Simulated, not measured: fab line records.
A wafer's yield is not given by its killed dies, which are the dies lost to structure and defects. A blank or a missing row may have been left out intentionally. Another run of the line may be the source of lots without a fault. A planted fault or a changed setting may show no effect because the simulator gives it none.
fab line records	flow nand_harc
record: lots: 14	wafers: 41	last_day: 24
route steps=1159 shown A_BONDPAD@1076 THIN_TSV@1107
lots that met no fault: from a run of the same line without faults
start_h: start of the lot's first displayed wafer, in hours after the record's first day	wait_h: hours from the lot's prior step to this one	" unchanged from the row above	L1.1+2: one row covering several wafers at once	- either no value or no given start	* or withheld: withheld	< > ~ a bound
route shown NAME@n: NAME is a module with steps in the file, n the number in the route of the first one	usual: mean and standard deviation over wafers with no fault	same: alike in all rows	chamber/n: place in a boat	sites: per-site readings	_std_site: standard deviation of those values	_edge_site: outer sites' mean less inner sites'	radius_mm: for every site, how far away it sits from the centre of the wafer	mask NAME#n: copy n	behind: the tool/chamber that last shaped the wafer	hold: why the lot was held/for how many hours/how that ended	device: whichever transistor did not switch (one of n, p or np)	end of line: tests of these same wafers at the route's end	for a step that has no rows: nothing shown but its recipe	killed: dies lost to structure and defects at the first sort, not the wafer's yield	map: a wafer's dies, x killed, . not, _ none there
set.NAME: the setting as run; set.NAME@STEP: as run at that earlier step	model.NAME: the simulator's own value behind a step, which no gauge read
route steps across a sampled set of lots; one table per step, one row per wafer
services: from which hour (start_h, from the record's first day; less than 0 if before it) a tool's chamber was out of use, for how many hours, and why
== steps ==
step: NHARC_A_BONDPAD_ETCH_34
recipe: target_depth_a: 600	overetch_a: 180	time_s: 65.91	ion_energy_ev: 200	n2_flow_sccm: 150	h2_flow_sccm: 150	ar_flow_sccm: 0	rf_w: 400	bias_w: 150	chemistry: N2/H2
usual: drypump_motor_current_A: 5.8/0.45	oes_product_au: 0.992/0.012	rf_fwd_power_W: 397.4/1.4	rf_vpp_V: 430/3.2	showerhead_plenum_p_Torr: 2.04/0.11	throttle_valve_pct: 14.173/0.0096
lot.wafer	tool	chamber	start_h	wait_h	drypump_motor_current_A	oes_product_au	rf_fwd_power_W	rf_hours_counter_h	rf_vpp_V	showerhead_plenum_p_Torr	throttle_valve_pct
L907.1	rie_diel-04	2	409.86	0.1	5.9	0.992	398.2	4	427	1.91	14.175
L907.3	"	0	"	"	5.3	0.984	397.3	4	427	1.90	14.182
L907.6	"	2	"	"	5.9	1.005	400.2	-	426	1.91	14.156
L911.4	rie_diel-07	0	415.43	0.1	6.1	1.011	398.9	0	431	2.02	14.172
L911.1	"	1	"	"	6.1	0.998	396.3	0	432	2.10	14.153
L911.6	"	0	"	"	6.0	1.010	398.5	-	430	2.02	14.175
L912.1	rie_diel-04	1	424.26	0.1	5.7	0.990	400.2	5	431	2.08	14.181
L912.4	"	2	"	"	5.9	1.011	396.9	5	426	1.91	14.173
L912.6	"	1	"	"	5.7	0.989	397.0	-	431	2.08	14.172
L915.2	rie_diel-04	2	452.39	0.1	5.9	1.004	397.1	6	426	1.91	14.175
L915.6	"	0	"	"	5.2	0.990	397.0	-	427	1.90	14.183
L920.3	rie_diel-04	1	486.57	0.1	5.7	0.996	397.1	0	432	2.07	14.172
L920.5	"	2	"	"	5.9	0.996	398.1	-	427	1.91	14.158
L920.4	"	0	"	"	5.2	1.002	395.9	-	427	1.90	14.186
L922.3	rie_diel-04	0	503.31	0.1	5.3	0.994	397.5	1	425	1.90	14.169
L922.4	"	1	"	"	5.7	0.976	398.9	1	432	2.07	14.179
L922.6	"	2	"	"	5.9	0.986	397.8	-	425	1.91	14.177
L923.2	rie_diel-04	2	507.05	0.1	5.9	0.996	398.7	1	425	1.91	14.174
L923.4	"	1	"	"	5.8	0.982	399.5	1	431	2.07	14.176
L923.5	"	2	"	"	5.9	0.990	397.5	-	426	1.91	14.175
L925.1	rie_diel-07	0	520.94	0.1	6.0	1.001	397.5	23	430	2.01	14.171
L925.4	"	1	"	"	6.1	0.991	396.0	23	431	2.09	14.164
L925.5	"	1	"	"	6.1	0.993	396.7	-	433	2.09	14.165
L928.2	rie_diel-04	3	521.32	0.1	6.3	0.982	396.1	1	436	2.19	14.170
L928.5	"	0	"	"	5.2	0.988	398.8	-	426	1.90	14.163
L928.6	"	1	"	"	5.7	0.994	399.8	-	432	2.07	14.165
L924.4	rie_diel-04	0	522.10	0.1	5.2	0.993	399.3	2	426	1.90	14.191
L924.3	"	2	"	"	5.9	0.994	398.8	2	426	1.91	14.172
L924.5	"	1	"	"	5.8	0.991	399.7	-	431	2.07	14.171
L927.1	rie_diel-04	3	524.40	0.1	6.3	0.977	397.1	2	436	2.19	14.176
L927.2	"	0	"	"	5.2	0.978	398.8	2	427	1.90	14.185
L927.3	"	1	"	"	5.7	0.985	398.3	2	431	2.07	14.190
L926.2	rie_diel-04	0	528.35	0.1	5.3	0.981	398.1	2	426	1.90	14.182
L926.1	"	3	"	"	6.3	0.973	395.9	2	434	2.19	14.192
L926.5	"	0	"	"	5.3	0.982	397.8	-	427	1.90	14.201
L929.3	rie_diel-04	1	538.00	0.1	5.8	0.999	396.0	3	432	2.07	14.168
L929.1	"	2	"	"	5.9	0.977	397.8	3	426	1.91	14.171
L929.5	"	1	"	"	5.7	0.985	397.3	-	431	2.07	14.172
L930.1	rie_diel-07	3	548.20	0.1	5.0	1.002	396.3	23	433	2.17	14.173
L930.6	"	2	"	"	6.8	1.003	396.0	-	434	2.12	14.180
L930.5	"	3	"	"	5.0	1.006	398.0	-	434	2.17	14.174
step: NHARC_A_BONDPAD_ETCH_12
recipe: target_depth_a: 2200	time_s: 110	chf3_flow_sccm: 50	o2_flow_sccm: 10	ar_flow_sccm: 200	rf_w: 500	bias_w: 200	chemistry: CHF3/O2
usual: drypump_motor_current_A: 5.8/0.45	oes_product_au: 0.942/0.02	rf_fwd_power_W: 497.7/1.6	rf_vpp_V: 370.5/2.9	showerhead_plenum_p_Torr: 2.40/0.13	throttle_valve_pct: 20.573/0.0089
lot.wafer	tool	chamber	start_h	wait_h	drypump_motor_current_A	oes_product_au	rf_fwd_power_W	rf_hours_counter_h	rf_vpp_V	showerhead_plenum_p_Torr	throttle_valve_pct
L907.3	rie_diel-04	3	-	-	6.3	0.915	496.1	4	373.3	2.57	20.570
L907.1	"	0	"	"	5.2	0.910	497.3	4	366.1	2.25	20.567
L907.6	"	3	"	"	6.3	0.919	496.6	-	373.6	2.57	20.574
L911.4	rie_diel-07	2	-	-	6.8	0.960	495.5	0	373.9	2.50	20.580
L911.1	"	3	"	"	5.0	0.958	499.7	0	372.2	2.55	20.582
L911.6	"	2	"	"	6.8	0.957	496.1	-	372.0	2.50	20.567
L912.1	rie_diel-04	1	-	-	5.8	0.907	500.0	5	371.0	2.44	20.575
L912.4	"	3	"	"	6.3	0.917	494.8	5	375.5	2.57	20.568
L912.6	"	2	"	"	5.9	0.935	498.7	-	367.6	2.26	20.578
L915.2	rie_diel-04	0	-	-	5.3	0.911	500.0	6	366.1	2.25	20.578
L915.6	"	3	"	"	6.3	0.911	497.7	-	374.4	2.57	20.581
L920.3	rie_diel-04	0	-	-	5.2	0.951	499.0	1	366.1	2.25	20.566
L920.5	"	1	"	"	5.8	0.953	497.2	-	370.6	2.44	20.575
L920.4	"	2	"	"	5.9	0.954	498.0	-	366.1	2.26	20.576
L922.4	rie_diel-04	2	-	-	5.9	0.958	497.0	1	367.6	2.25	20.579
L922.3	"	3	"	"	6.3	0.939	495.0	1	373.3	2.57	20.590
L922.6	"	3	"	"	6.3	0.943	495.0	-	374.4	2.57	20.581
L923.2	rie_diel-04	1	-	-	5.7	0.964	498.8	1	369.4	2.44	20.562
L923.4	"	3	"	"	6.3	0.943	499.1	1	374.7	2.57	20.562
L923.5	"	0	"	"	5.2	0.964	501.4	-	367.6	2.25	20.581
L925.1	rie_diel-07	0	-	-	6.0	0.920	498.2	23	368.9	2.37	20.579
L925.4	"	3	"	"	5.0	0.923	496.9	20	374.6	2.54	20.579
L925.5	"	1	"	"	6.1	0.913	497.4	-	373.1	2.46	20.587
L928.2	rie_diel-04	0	-	-	5.2	0.972	498.7	2	367.7	2.25	20.571
L928.6	"	3	"	"	6.3	0.937	496.3	-	373.8	2.57	20.569
L928.5	"	0	"	"	5.3	0.961	499.9	-	367.4	2.25	20.586
L924.4	rie_diel-04	0	-	-	5.3	0.967	496.0	2	367.4	2.25	20.560
L924.3	"	1	"	"	5.7	0.958	496.6	2	371.1	2.44	20.557
L924.5	"	0	"	"	5.2	0.975	499.0	-	367.5	2.25	20.574
L927.2	rie_diel-04	2	-	-	5.9	0.922	499.3	2	366.6	2.25	20.575
L927.3	"	3	"	"	6.3	0.911	498.6	2	372.9	2.57	20.585
L927.1	"	0	"	"	5.2	0.921	497.8	2	365.2	2.25	20.585
L926.1	rie_diel-04	0	-	-	5.2	0.963	497.4	2	368.6	2.25	20.570
L926.2	"	1	"	"	5.7	0.945	499.2	2	371.5	2.44	20.568
L926.5	"	1	"	"	5.7	0.951	498.7	-	372.6	2.44	20.557
L929.1	rie_diel-04	2	-	-	5.9	0.945	496.1	3	368.4	2.25	20.570
L929.3	"	3	"	"	6.3	0.963	497.4	2	376.1	2.57	20.573
L929.5	"	2	"	"	5.9	0.940	497.5	-	367.5	2.25	20.567
L930.1	rie_diel-07	2	-	-	6.8	0.940	498.0	28	371.8	2.49	20.569
L930.5	"	0	"	"	6.0	0.936	497.2	-	369.5	2.37	20.571
L930.6	"	1	"	"	6.1	0.938	497.4	-	372.2	2.46	20.586
step: NHARC_THIN_TSV_DEP_43
recipe: target_thk_a: 13285	temp_c: withheld	pressure_torr: 6.5	rf_w: 900	teos_flow_sccm: 161.4	flow_sccm: 2650	target_thk_nm: 1328.5	gas: O2	material: SiO2
usual: flow_sccm: 2652/8.7	rf_fwd_power_W: 897.4/2.8	throttle_valve_pct: 16.0/0.57
lot.wafer	tool	chamber	start_h	wait_h	flow_sccm	rf_fwd_power_W	throttle_valve_pct
L907.1	pecvd-02	2	425.15	-	2637	899.8	16.0
L907.3	"	0	"	"	2633	896.5	15.7
L907.6	"	1	"	"	2650	899.3	16.3
L911.1	pecvd-03	2	430.04	-	2665	898.9	15.5
L911.4	"	0	"	"	2647	897.6	16.6
L911.6	"	1	"	"	2653	900.7	16.9
L912.1	pecvd-03	1	441.35	-	2650	897.4	16.7
L912.6	"	2	"	"	2648	897.9	15.2
L912.4	"	0	"	"	2658	893.3	16.8
L915.2	pecvd-03	1	466.26	-	2665	897.9	16.6
L915.6	"	2	"	"	2656	896.3	15.5
L920.3	pecvd-04	2	502.82	-	2652	899.3	15.8
L920.4	"	1	"	"	2645	896.0	15.1
L920.5	"	2	"	"	2659	897.8	15.5
L922.3	pecvd-04	1	522.78	-	2651	905.3	15.0
L922.4	"	2	"	"	2651	893.5	15.6
L922.6	"	0	"	"	2660	898.5	15.8
L923.2	pecvd-04	1	523.75	-	2650	898.1	15.0
L923.4	"	0	"	"	2661	899.4	15.9
L923.5	"	1	"	"	2646	898.4	14.9
L928.2	pecvd-02	0	537.16	-	2635	892.7	16.0
L928.6	"	0	"	"	2647	895.2	15.5
L928.5	"	1	"	"	2653	897.0	15.4
L925.1	pecvd-03	0	538.47	-	2643	900.6	16.3
L925.4	"	1	"	"	2656	897.4	16.7
L925.5	"	0	"	"	2637	899.0	16.3
L924.3	pecvd-02	1	539.67	-	2661	896.0	15.6
L924.4	"	2	"	"	2655	897.8	16.5
L924.5	"	1	"	"	2651	897.0	15.6
L927.3	pecvd-02	2	541.47	-	2649	898.1	16.7
L927.2	"	0	"	"	2652	900.4	15.9
L927.1	"	1	"	"	2671	894.4	15.3
L926.2	pecvd-03	0	542.73	-	2648	901.8	16.4
L926.1	"	1	"	"	2648	894.2	17.0
L926.5	"	2	"	"	2662	891.1	15.0
L929.1	pecvd-02	0	553.13	-	2645	895.8	16.0
L929.3	"	1	"	"	2647	903.4	15.6
L929.5	"	2	"	"	2644	898.1	16.5
L930.1	pecvd-03	2	563.49	-	2645	901.3	15.0
L930.6	"	0	"	"	2646	903.2	16.3
L930.5	"	1	"	"	2644	899.8	16.8
step: NHARC_THIN_TSV_ETCHBACK_48
recipe: target_depth_a: 10285	over_etch_frac: 0.3	time_s: 405.17	ion_energy_ev: 250	c4f8_flow_sccm: withheld	ar_flow_sccm: withheld	rf_w: 600	bias_w: 300	chemistry: C4F8/Ar
usual: oes_product_au: 0.96/0.035	rf_fwd_power_W: 598.8/2.1	rf_vpp_V: 547/3.9	run_length_s: 426.6/0.32
lot.wafer	tool	chamber	start_h	wait_h	oes_product_au	rf_fwd_power_W	rf_hours_counter_h	rf_vpp_V	run_length_s
L907.1	rie_diel-10	0	428.21	-	0.97	596.3	10	544	426.5
L907.3	"	1	"	"	0.97	597.6	8	548	426.8
L907.6	"	0	"	"	0.96	595.4	-	544	427.1
L911.4	rie_diel-10	0	433.15	0.3	0.93	600.7	10	543	426.7
L911.1	"	1	"	"	0.94	596.9	9	546	426.7
L911.6	"	1	"	"	0.95	598.8	-	546	426.6
L912.1	rie_diel-06	2	444.46	-	0.99	599.0	2	551	426.3
L912.4	"	0	"	"	0.98	599.4	2	542	426.6
L912.6	"	3	"	"	1.00	-	-	549	335.9
L915.2	rie_diel-06	1	469.41	-	1.01	597.1	3	542	427.3
L915.6	"	3	"	"	1.00	-	-	547	335.9
L920.3	rie_diel-09	2	505.72	-	0.91	601.9	4	551	426.3
L920.4	"	0	"	"	0.94	601.4	3	544	426.6
L920.5	"	3	"	"	0.92	603.5	-	551	426.6
L922.4	rie_diel-10	0	525.77	-	0.93	599.0	21	544	426.7
L922.3	"	2	"	"	0.93	598.7	19	545	426.6
L922.6	"	0	"	"	0.93	599.8	-	543	426.7
L923.2	rie_diel-06	3	526.70	-	0.91	596.8	7	548	426.7
L923.4	"	1	"	"	0.93	597.5	-	543	426.8
L923.5	"	3	"	"	0.92	598.3	-	547	427.1
L928.2	rie_diel-10	1	540.21	-	1.00	601.5	0	547	426.6
L928.6	"	2	"	"	1.00	599.6	-	547	426.6
L928.5	"	3	"	"	1.01	601.6	-	551	426.6
L925.4	rie_diel-10	1	541.70	-	1.01	601.0	0	548	426.6
L925.1	"	3	"	"	1.01	597.8	0	549	426.5
L925.5	"	0	"	"	1.02	596.4	-	544	426.5
L924.3	rie_diel-09	0	542.75	-	0.93	599.2	5	543	426.5
L924.4	"	3	"	"	0.92	599.5	-	553	426.6
L924.5	"	0	"	"	0.94	598.1	-	543	426.5
L927.2	rie_diel-10	1	544.55	-	1.01	598.2	1	548	426.5
L927.1	"	2	"	"	0.98	601.0	1	545	426.5
L927.3	"	0	"	"	1.01	602.0	1	544	426.6
L926.1	rie_diel-06	3	546.37	-	0.91	598.0	9	550	426.5
L926.2	"	2	"	"	0.93	596.0	10	551	426.5
L926.5	"	2	"	"	0.93	598.8	-	552	426.2
L929.3	rie_diel-10	0	556.20	-	0.99	595.8	2	543	427.1
L929.1	"	1	"	"	0.97	601.2	2	547	427.0
L929.5	"	0	"	"	0.99	596.6	-	540	427.0
L930.1	rie_diel-10	0	566.43	-	0.94	599.0	3	543	426.6
L930.5	"	2	"	"	0.92	596.9	-	546	426.7
L930.6	"	3	"	"	0.94	598.9	-	551	426.1
== services ==
tool	chamber	start_h	hours	kind
rie_diel-10	1	388.27	5.3	repair
rie_diel-09	-	395.36	0.7	repair
rie_diel-07	-	405.62	9.0	pm
rie_diel-06	-	418.20	9.0	pm
rie_diel-09	-	431.36	9.0	pm
pecvd-04	1	431.88	16.8	repair
rie_diel-06	3	435.49	3.0	repair
rie_diel-07	3	440.93	18.8	repair
rie_diel-04	1	452.88	3.2	repair
rie_diel-10	1	459.71	2.5	repair
rie_diel-06	1	459.81	8.5	repair
rie_diel-09	0	460.45	2.6	repair
pecvd-04	-	462.40	1.7	repair
rie_diel-04	-	465.90	9.0	pm
pecvd-03	-	473.22	13.0	pm
rie_diel-04	3	478.02	9.2	repair
rie_diel-10	3	510.96	4.1	repair
pecvd-02	-	515.56	13.0	pm
rie_diel-06	0	525.49	11.4	repair
rie_diel-10	-	530.50	9.0	pm
rie_diel-07	3	535.89	5.6	repair
rie_diel-06	0	543.46	4.9	repair
rie_diel-04	-	545.97	0.1	repair
pecvd-04	-	557.04	13.0	pm
== key ==
first_sign: step: NHARC_THIN_TSV_ETCHBACK_48	reading: run_length_s	direction: down	sigmas: 99+	usual: *	struck: *
effect none on later readings
met_at NHARC_THIN_TSV_ETCHBACK_48
struck_lots L912,L915
struck_wafers L912.6,L915.6
sort_left_out L912.6,L915.6
not_acting_at NHARC_A_BONDPAD_ETCH_34,NHARC_A_BONDPAD_ETCH_12,NHARC_THIN_TSV_DEP_43
fault: kind: process_parameter_drift	tool: rie_diel-06	chamber: -	onset_h: 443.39	steps: NHARC_THIN_TSV_ETCHBACK_48	channel: time_s	offset: *	shape: step	end_h: 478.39	scope: struck_wafers_only	acts_in: *	stated: *
sort_left_out: the simulated sort isn't trusted on such a fault, so these wafers' sort isn't shown, and their yield isn't known
